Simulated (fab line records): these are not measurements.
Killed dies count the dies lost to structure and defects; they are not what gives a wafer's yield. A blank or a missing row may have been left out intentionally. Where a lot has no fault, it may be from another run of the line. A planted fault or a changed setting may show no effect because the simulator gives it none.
8D (eight disciplines) problem report, filled in by code :: flow n5_finfet :: the parts of the form that need people (team, actions taken, sign-off) are left out

## 1. THE PROBLEM
Mean of killed_at_contacts at N5_PASSIVATION_PROBE_49: 1094 across 3 wafers in 2 lots; on wafers with no fault it is 13 (standard deviation 5.6). So: +99 or more standard deviations from the usual mean.
The first sign was on wafer L565.4 at day 15 15:15, on prober-01. At this step, 7 wafers from 3 lots have a number in the record. Rule for "out" (also "out of limits"): further than 4 standard deviations from the usual mean. Any other wafer with a number is counted as sound.

## 2. WHAT THIS IS AND IS NOT
question: which readings at this step
is: killed_at_contacts, defect_limited_yield, killed_dies, killed_on_rim, sort_bin_5_function, sort_n_pass, sort_yield_pct
is not: killed_at_M0_to_M3, killed_at_M4_up, killed_at_front_end, killed_at_other, killed_short, sort_bin_6_memory

question: which lots
is: L565, L567
is not: L558

question: which wafers of those lots
is: L565.4, L565.5, L567.4
is not: L567.6

question: read on which tools
is: prober-01
is not: -

question: when
is: from day 15 15:15
is not: up to then (3 sound wafers); but 1 sound wafer of L567 came after

## 3. THE SUSPECTS, EACH WITH WHAT RULES IT OUT
Counting: a tool at a process step up to the reading stays a suspect if it ran every lot that is out. Sound lots after the first of them don't rule it out here, since some wafers of a struck lot are sound.
- pvd_sputter-02 at N5_MOL_CONTACT_COAG_SPUTTER_143 (material Co, target thk 2.5 nm): kept. It ran every lot that is out, first L565 (day 7 16:40).
- ald_sin-02 at N5_MOL_CONTACT_COAG_ALD_131 (deposits SiO2, target thk 5 nm, pulse time 1 s, co reactant pulse time 1 s): kept. It ran every lot that is out, first L565 (day 7 23:44).
- prober-01 at N5_PASSIVATION_PROBE_49: kept. It processed each lot that is out (first: L565, day 15 15:15); up to then, its last sound lot is L558 (day 13 10:09). On those wafers its own readings are out: defect_limited_yield, killed_at_contacts, killed_dies, killed_on_rim, sort_bin_5_function, sort_n_pass, sort_yield_pct.
Left after counting: pvd_sputter-02 at N5_MOL_CONTACT_COAG_SPUTTER_143, ald_sin-02 at N5_MOL_CONTACT_COAG_ALD_131, prober-01 at N5_PASSIVATION_PROBE_49.

## 4. THE CAUSE (what the simulator had put in)
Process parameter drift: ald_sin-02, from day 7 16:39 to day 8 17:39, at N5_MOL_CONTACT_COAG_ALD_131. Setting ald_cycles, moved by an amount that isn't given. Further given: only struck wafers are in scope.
Counting left 3 suspects, and this tool is among them.

## 5. SEQUENCE OF EFFECTS, ordered by route
Rows list readings where the struck wafers' mean (over those with a number) sits beyond 3 standard deviations from the usual. Scope: only readings with a usual standard deviation given in the record; hours: median across lots of the time from each lot's start at the first step in this table that gives one to its start at this step; sigmas: change in usual standard deviations.
hours: 0
step: N5_PASSIVATION_PROBE_49
reading: defect_limited_yield
usual: 91.2 %
on struck wafers: 0.0
change: -91.2
sigmas: -65

hours: 0
step: N5_PASSIVATION_PROBE_49
reading: killed_at_contacts
usual: 13
on struck wafers: 1094
change: +1081
sigmas: +99 or more

hours: 0
step: N5_PASSIVATION_PROBE_49
reading: killed_dies
usual: 103
on struck wafers: 1180
change: +1077
sigmas: +63

hours: 0
step: N5_PASSIVATION_PROBE_49
reading: killed_on_rim
usual: 14
on struck wafers: 152
change: +138
sigmas: +31

hours: 0
step: N5_PASSIVATION_PROBE_49
reading: sort_bin_5_function
usual: 5.1 %
on struck wafers: 96.8
change: +91.7
sigmas: +97

hours: 0
step: N5_PASSIVATION_PROBE_49
reading: sort_n_pass
usual: 1077
on struck wafers: 0
change: -1077
sigmas: -63

hours: 0
step: N5_PASSIVATION_PROBE_49
reading: sort_yield_pct
usual: 91.2 %
on struck wafers: 0.0
change: -91.2
sigmas: -65
Here are the process steps it includes:
- N5_PASSIVATION_PROBE_49

## 6. WHAT WOULD HAVE CAUGHT IT SOONER
In this record no reading fell out of limits until day 15 15:15, 191 hours after the fault had begun at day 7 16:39.
Of the tool readings at N5_MOL_CONTACT_COAG_ALD_131 for which the record gives a usual standard deviation, none was out on any struck wafer, so an alarm limit of 4 standard deviations on them would not have fired.
By day 15 15:15, every lot that is out (2) had started N5_MOL_CONTACT_COAG_ALD_131 on ald_sin-02. Had the tool been put on hold then, not one of them would have been saved.
